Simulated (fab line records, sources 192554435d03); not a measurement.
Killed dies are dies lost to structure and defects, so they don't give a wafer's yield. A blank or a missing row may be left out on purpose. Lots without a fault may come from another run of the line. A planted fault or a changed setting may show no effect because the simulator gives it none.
Chamber matching | flow n5_finfet | N5_STI_FIN_REVEAL_ALD_14 on ald_sin-03: 4 sister chambers
The step deposits Si3N4, target thk 3 nm. 8 wafers are shown with their chamber, then 8 later ones without.

WAFERS WITH THEIR CHAMBER
wafer  | chamber | heater_power_w (W)
L081.6 | 0       | 969
L082.1 | 2       | 904
L082.2 | 1       | 793
L082.4 | 3       | 744
L086.1 | 2       | 880
L086.3 | 0       | 934
L086.4 | 3       | 763
L092.1 | 1       | 805

WAFERS WITHOUT THEIR CHAMBER
wafer  | heater_power_w (W)
L092.2 | 886
L092.3 | 777
L094.3 | 752
L094.5 | 891
L094.6 | 790
L097.1 | 792
L097.3 | 941
L097.6 | 810

WHICH CHAMBER EACH WENT THROUGH
wafer  | from the rows above     | in truth
L092.2 | 2                       | 2
L092.3 | can't be placed: 1 or 3 | 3
L094.3 | 3                       | 3
L094.5 | 2                       | 2
L094.6 | can't be placed: 1 or 3 | 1
L097.1 | can't be placed: 1 or 3 | 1
L097.3 | 0                       | 0
L097.6 | 1                       | 1
Placed correctly: 5 of 8. Can't be placed from these rows: 3 (the true chamber is among the candidates in 3). Placed wrongly: 0.
How it was worked out, from the rows above alone: a wafer's distance from a chamber is the root of the sum, over the readings, of the square of ((its reading less the chamber's mean) divided by the reading's scatter). The wafer belongs to the nearest chamber; if the next one is less than 2 further off, it can't be placed. A chamber's mean is the mean of its shown wafers. The scatter: the root of (the sum of the squares of (reading less its chamber's mean) over the shown wafers, divided by (wafers less chambers)).
